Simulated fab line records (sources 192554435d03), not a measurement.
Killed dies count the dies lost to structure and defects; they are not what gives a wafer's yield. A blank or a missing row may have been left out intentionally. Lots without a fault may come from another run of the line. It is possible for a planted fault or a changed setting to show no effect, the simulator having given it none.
Matching of chambers ; flow n5-finfet ; N5_ILD0_LINER_00 on ald-sin-01 has 4 sister chambers
The step material SiNx, target thk 4 nm, pulse time 1 s, purge time 2 s. 24 wafers are shown with their chamber, then 12 later ones without.

WAFERS WITH THEIR CHAMBER
wafer;chamber;heater-power-w (W);precursor-pulse-height-rel
L074.2;3;799;1.012
L074.3;2;829;1.000
L074.4;0;703;0.999
L076.1;1;762;1.026
L076.2;2;792;0.992
L076.4;3;800;1.025
L077.1;1;763;0.992
L077.4;0;692;1.023
L077.6;3;785;0.996
L078.3;3;789;0.994
L078.5;2;821;1.005
L078.6;3;776;0.996
L079.1;2;825;1.042
L079.2;1;779;0.987
L079.6;0;711;1.021
L081.2;0;688;1.006
L081.4;3;817;1.038
L081.5;2;796;0.974
L080.1;2;843;1.040
L080.2;0;693;0.959
L080.4;1;760;0.966
L088.1;3;798;1.016
L088.4;2;817;1.054
L088.5;1;768;0.987

SIGNATURES, as means of the wafers listed above
reading;chamber 0;chamber 1;chamber 2;chamber 3;scatter within a chamber
heater-power-w;697.40;766.40;817.57;794.86;13.4
precursor-pulse-height-rel;1.00160;0.99160;1.01529;1.01100;0.0241
Rule: distance of a wafer from a chamber = root of the sum over the readings of ((wafer's reading minus chamber's mean) / reading's scatter) squared. The wafer belongs to the nearest chamber; if the next one is less than 2 further off, it can't be placed. The scatter: the root of (the sum of the squares of (reading less its chamber's mean) over the shown wafers, divided by (wafers less chambers)).

WAFERS WITHOUT THEIR CHAMBER
wafer;heater-power-w (W);precursor-pulse-height-rel
L090.3;821;1.006
L090.4;819;0.968
L090.6;807;1.031
L092.2;708;1.004
L092.3;766;1.028
L092.4;793;0.968
L094.1;795;1.000
L094.2;846;1.013
L094.4;776;1.001
L096.3;819;0.968
L096.5;754;0.995
L096.6;809;1.002

WHICH CHAMBER EACH ONE RAN IN
wafer;from the rows above;in truth
L090.3;can't be placed: 2 or 3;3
L090.4;can't be placed: 2 or 3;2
L090.6;can't be placed: 2 or 3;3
L092.2;0;0
L092.3;can't be placed: 1 or 3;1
L092.4;can't be placed: 3 or 1 or 2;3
L094.1;can't be placed: 3 or 2 or 1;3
L094.2;can't be placed: 2 or 3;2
L094.4;can't be placed: 1 or 3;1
L096.3;can't be placed: 2 or 3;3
L096.5;1;1
L096.6;can't be placed: 2 or 3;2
2 of 12 placed correctly. Cannot be placed on the basis of these rows: 10; the candidates contain the true chamber in 10. 0 placed wrongly.
